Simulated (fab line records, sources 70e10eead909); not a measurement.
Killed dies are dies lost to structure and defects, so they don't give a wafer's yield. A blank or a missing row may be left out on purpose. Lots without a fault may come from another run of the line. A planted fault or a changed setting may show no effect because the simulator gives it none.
Problem report in the 8D (eight disciplines) form, filled by code | flow nand_harc | the parts of the form that need people (team, actions taken, sign-off) are left out

1. THE PROBLEM
killed_at_array at NHARC_END_SORT_01 reads a mean of 315 on 3 wafers of 2 lots; wafers without a fault read 55 with a standard deviation of 17. That is +15 standard deviations from the usual mean.
First seen on wafer L612.3, day 29 02:49, on prober-01. The record holds 7 wafers of 3 lots with a number at this step. Rule for "out", or "out of limits": more than 4 standard deviations from the usual mean. The other wafers with a number count as sound.

2. WHAT IT IS AND WHAT IT IS NOT
question                    | is                           | is not
which readings at this step | killed_at_array, killed_dies | killed_at_other, killed_at_periphery, killed_open, killed_short
which lots                  | L612, L613                   | L610
which wafers of those lots  | L612.3, L613.2, L613.4       | L612.1, L612.6, L613.6
read on which gauges        | prober-01, prober-02         | -
when                        | from day 29 02:49            | up to then (2 sound wafers); but 2 sound wafers of L612, L613 came after

3. SUSPECTS, AND WHAT RULES EACH OUT
Counting: a tool at a process step up to the reading stays a suspect if it ran every lot that is out. Sound lots after the first of them don't rule it out here, since some wafers of a struck lot are sound.
- the gauge at NHARC_END_SORT_01: ruled out. The wafers that are out were read on 2 gauges (prober-01, prober-02).
- rie_diel-13 at NHARC_A_STAIRCASE_ETCH_225 (etches the open film in C4F8/O2, target depth 100 nm, time 40.5 s): kept. It ran every lot that is out, first L612 (day 20 09:39); its last sound lot up to then is L610 (day 20 07:05). NHARC_A_STAIRCASE_ETCH_225 gives no start for some lots, so the hours and the order of its lots are those of NHARC_A_STAIRCASE_ETCH_236.
- rie_diel-07 at NHARC_A_STAIRCASE_TRIM_231 (chemistry O2, time 211.2 s): kept. It ran every lot that is out, first L612 (day 20 09:39); its last sound lot up to then is L610 (day 20 07:05). NHARC_A_STAIRCASE_TRIM_231 gives no start for some lots, so the hours and the order of its lots are those of NHARC_A_STAIRCASE_ETCH_236.
- rie_diel-07 at NHARC_A_STAIRCASE_ETCH_234 (etches the open film in C4F8/O2, target depth 100 nm, time 40.5 s): kept. It ran every lot that is out, first L612 (day 20 09:39); its last sound lot up to then is L610 (day 20 07:05). NHARC_A_STAIRCASE_ETCH_234 gives no start for some lots, so the hours and the order of its lots are those of NHARC_A_STAIRCASE_ETCH_236.
- rie_diel-07 at NHARC_A_STAIRCASE_ETCH_236 (etches the open film in C4F8/O2, target depth 100 nm, time 40.5 s): kept. It ran every lot that is out, first L612 (day 20 09:39); its last sound lot up to then is L610 (day 20 07:05). Its own readings are out on those wafers: oes_product_au.
- Within rie_diel-07 at NHARC_A_STAIRCASE_ETCH_236: the wafers that are out ran in chamber 0; their sound lot-mates ran in chambers 1, 2.
Left after counting: rie_diel-13 at NHARC_A_STAIRCASE_ETCH_225, rie_diel-07 at NHARC_A_STAIRCASE_TRIM_231, rie_diel-07 at NHARC_A_STAIRCASE_ETCH_234, rie_diel-07 at NHARC_A_STAIRCASE_ETCH_236.

4. THE CAUSE (what the simulator had put in)
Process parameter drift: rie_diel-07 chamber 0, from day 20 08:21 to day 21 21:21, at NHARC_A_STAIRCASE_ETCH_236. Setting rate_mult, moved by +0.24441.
Counting left 4 suspects, and this tool is among them.

5. THE CHAIN OF EFFECTS, in route order
Each row: a reading whose mean over the struck wafers that have a number lies more than 3 standard deviations from the usual. Only readings for which the record gives a usual standard deviation are gone through. hours: the time from each lot's start at the first step in this table that gives one to its start at this step, as a median over the lots. sigmas: the change in usual standard deviations.
hours | step                       | reading         | usual      | on struck wafers | change | sigmas
0     | NHARC_A_STAIRCASE_ETCH_236 | oes_product_au  | 0.946 a.u. | 1.083            | +0.137 | +9.2
202   | NHARC_END_SORT_01          | killed_at_array | 55         | 315              | +260   | +15
202   | NHARC_END_SORT_01          | killed_dies     | 59         | 318              | +259   | +14
The process steps in it:
- NHARC_A_STAIRCASE_ETCH_236: etches the open film in C4F8/O2, target depth 100 nm, time 40.5 s.

6. WHAT WOULD HAVE CAUGHT IT SOONER
In this record the first reading out of limits at a measuring or inspecting step was taken at day 29 02:49, 210 hours after the fault began at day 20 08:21.
The tool's own readings at NHARC_A_STAIRCASE_ETCH_236 were out on every struck wafer that the step has a row for (oes_product_au): an alarm limit on them would have fired on the first of those.
All the lots that are out (2) had begun NHARC_A_STAIRCASE_ETCH_236 on rie_diel-07 by day 29 02:49. A hold on the tool at that time would have spared none of them.
